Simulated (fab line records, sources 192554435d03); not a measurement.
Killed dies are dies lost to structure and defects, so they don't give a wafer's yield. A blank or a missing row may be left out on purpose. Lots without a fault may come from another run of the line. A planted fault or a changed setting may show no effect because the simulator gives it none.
Split-lot experiment | flow n5_finfet | 7 lots, 39 wafers read, on a route of 1938 steps

THE SPLIT
At N5_BEOL_M14_ILD_DEP_00 (deposits SiO2 from TEOS/O2, target thk 1119.3 nm, time 237.4 s), the setting target_thk_a was moved away from the recipe's 11193 angstrom on 9 of the 39 wafers read, by -47.7% to -18.1%. The other wafers ran this setting at the recipe's value.

The file shows no step between the split and the reading.

THE READING
M14_ILD_THK, in nm, at N5_BEOL_M14_THK_MEAS_01. Fault-free wafers of this fab line usually give 1128 nm, standard deviation 13 nm.

wafer  | tool, chamber at the split | target_thk_a as run, angstrom | against the recipe | M14_ILD_THK, nm | against lot-mates on the recipe
L074.1 | pecvd-01, 1                | 11193                         | recipe             | 1117            | -
L074.2 | pecvd-01, 0                | 11193                         | recipe             | 1113            | -
L074.3 | pecvd-01, 2                | 11193                         | recipe             | 1100            | -
L074.4 | pecvd-01, 0,1              | 11193                         | recipe             | 1139            | -
L074.5 | pecvd-01, 0,1              | 11193                         | recipe             | 1137            | -
L074.6 | pecvd-01, 2                | 11193                         | recipe             | 1132            | -
L080.1 | pecvd-01, 2                | 11193                         | recipe             | 1129            | -
L080.2 | pecvd-01, 0                | 5858                          | -47.7%             | 591             | -538
L080.3 | pecvd-01, 1                | 11193                         | recipe             | 1125            | -
L080.4 | pecvd-01, 2                | 5858                          | -47.7%             | 583             | -546
L080.5 | pecvd-01, 0                | 11193                         | recipe             | 1134            | -
L080.6 | pecvd-01, 1                | 5858                          | -47.7%             | 600             | -529
L085.2 | pecvd-01, 2                | 11193                         | recipe             | 1140            | -
L085.3 | pecvd-01, 1                | 11193                         | recipe             | 1145            | -
L085.4 | pecvd-01, 1                | 11193                         | recipe             | 1157            | -
L087.1 | pecvd-01, 1                | 11193                         | recipe             | 1121            | -
L087.2 | pecvd-01, 0,1              | 11193                         | recipe             | 1132            | -
L087.3 | pecvd-01, 2                | 11193                         | recipe             | 1115            | -
L087.4 | pecvd-01, 0,1              | 11193                         | recipe             | 1134            | -
L087.5 | pecvd-01, 0                | 11193                         | recipe             | 1151            | -
L087.6 | pecvd-01, 2                | 11193                         | recipe             | 1136            | -
L090.1 | pecvd-01, 1                | 11193                         | recipe             | 1128            | -
L090.2 | pecvd-01, 2                | 11193                         | recipe             | 1119            | -
L090.3 | pecvd-01, 0                | 11193                         | recipe             | 1118            | -
L090.4 | pecvd-01, 1,2              | 11193                         | recipe             | 1146            | -
L090.5 | pecvd-01, 0                | 11193                         | recipe             | 1139            | -
L090.6 | pecvd-01, 1,2              | 11193                         | recipe             | 1147            | -
L095.1 | pecvd-02, 1                | 9164                          | -18.1%             | 913             | -224
L095.2 | pecvd-02, 0                | 9164                          | -18.1%             | 912             | -225
L095.3 | pecvd-02, 2                | 9164                          | -18.1%             | 921             | -216
L095.4 | pecvd-02, 1                | 11193                         | recipe             | 1136            | -
L095.5 | pecvd-02, 2,0              | 11193                         | recipe             | 1138            | -
L095.6 | pecvd-02, 2,0              | 11193                         | recipe             | 1137            | -
L096.1 | pecvd-04, 0                | 7567                          | -32.4%             | 741             | -378
L096.2 | pecvd-04, 1                | 11193                         | recipe             | 1112            | -
L096.3 | pecvd-04, 0                | 7567                          | -32.4%             | 757             | -362
L096.4 | pecvd-04, 1                | 11193                         | recipe             | 1122            | -
L096.5 | pecvd-04, 1                | 11193                         | recipe             | 1124            | -
L096.6 | pecvd-04, 0                | 7567                          | -32.4%             | 753             | -366
Where a row lists several chambers, the file gives one row for several wafers and doesn't say which wafer went through which chamber.

THE FIT
A straight line over all 39 wafers: M14_ILD_THK changes by +11.5 nm for each +1% of target_thk_a; r = +1.00; the points scatter about the line by 12 nm.
The same after taking each lot's own level away (the mean of its wafers on the recipe; 39 wafers): +11.4 nm for each +1%; r = +1.00; scatter 11 nm.
On that fit, the largest move of target_thk_a shifts the reading by 5.4e+02 nm.
The lots' own levels span 1119.3 to 1147.3 nm, that is 2.2 times the standard deviation above.
So the lot-to-lot level changes the slope little: the two slopes agree.
Check: with one of the wafers moved furthest among these (-47.7%) left out of the fit, the line predicts -544 nm for it against its lot-mates. It came out at -538 nm against them.

THE WHOLE CHAIN: every reading that the file lists as answering this split, in the file's order
step                    | what it does                                                   | reading                                                                             | change (the file's fit)              | r (the file's)
N5_BEOL_M14_ILD_DEP_00  | deposits SiO2 from TEOS/O2, target thk 1119.3 nm, time 237.4 s | SiO2_of_BEOL_M14_ILD_DEP_00.thk_nm (the simulator's own value, which no gauge read) | +11.4 nm for each +1% of the setting | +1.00
N5_BEOL_M14_THK_MEAS_01 |                                                                | M14_ILD_THK                                                                         | +11.4 for each +1% of the setting    | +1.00
N5_BEOL_M14_VIA_ETCH_16 | etches SiO2 in C4F8/O2/Ar, target depth 1231.3 nm              | etch.depth_nm (the simulator's own value, which no gauge read)                      | +11.4 nm for each +1% of the setting | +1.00
N5_BEOL_M14_VIA_ETCH_16 | etches SiO2 in C4F8/O2/Ar, target depth 1231.3 nm              | coat_of_BEOL_M14_COAT_04.thk_nm (the simulator's own value, which no gauge read)    | -2.7 nm for each +1% of the setting  | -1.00

THE FILE'S OWN FIT
M14_ILD_THK changes by +11.4 nm for each +1% of target_thk_a, r = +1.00.
